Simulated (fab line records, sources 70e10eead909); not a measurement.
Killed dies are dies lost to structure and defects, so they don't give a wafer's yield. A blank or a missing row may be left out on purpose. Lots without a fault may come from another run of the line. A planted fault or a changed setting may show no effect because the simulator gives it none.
Chamber matching | flow nand_harc | NHARC_P_M0_CMP_23 on cmp-04: 4 sister chambers
The step polishes, t overpolish 20 s, target thk 117.54 nm. 8 wafers are shown with their chamber, then 8 later ones without.

WAFERS WITH THEIR CHAMBER
wafer  | chamber | motor_current_A (A) | time_to_endpoint_s (s)
L081.3 | 0       | 12.2                | 32.9
L081.6 | 1       | 12.9                | 32.7
L083.1 | 3       | 11.9                | 31.9
L083.6 | 3       | 12.1                | 34.9
L084.3 | 1       | 12.2                | 29.3
L084.4 | 2       | 12.7                | 27.1
L084.5 | 0       | 12.0                | 26.7
L086.3 | 2       | 12.3                | 25.8

WAFERS WITHOUT THEIR CHAMBER
wafer  | motor_current_A (A) | time_to_endpoint_s (s)
L086.4 | 13.2                | 27.2
L086.6 | 12.5                | 28.6
L089.1 | 12.5                | 29.3
L089.3 | 12.0                | 28.4
L089.4 | 12.4                | 26.3
L095.1 | 12.1                | 26.5
L095.4 | 11.6                | 34.1
L095.5 | 12.8                | 29.0

WHICH CHAMBER EACH WENT THROUGH
wafer  | from the rows above               | in truth
L086.4 | can't be placed: 2 or 1 or 0      | 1
L086.6 | can't be placed: 2 or 1 or 0 or 3 | 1
L089.1 | can't be placed: 1 or 2 or 0 or 3 | 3
L089.3 | can't be placed: 0 or 2 or 3 or 1 | 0
L089.4 | can't be placed: 2 or 0 or 1      | 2
L095.1 | can't be placed: 0 or 2 or 1 or 3 | 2
L095.4 | can't be placed: 3 or 0 or 1      | 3
L095.5 | can't be placed: 1 or 2 or 0 or 3 | 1
Placed correctly: 0 of 8. Can't be placed from these rows: 8 (the true chamber is among the candidates in 8). Placed wrongly: 0.
How it was worked out, from the rows above alone: a wafer's distance from a chamber is the root of the sum, over the readings, of the square of ((its reading less the chamber's mean) divided by the reading's scatter). The wafer belongs to the nearest chamber; if the next one is less than 2 further off, it can't be placed. A chamber's mean is the mean of its shown wafers. The scatter: the root of (the sum of the squares of (reading less its chamber's mean) over the shown wafers, divided by (wafers less chambers)).
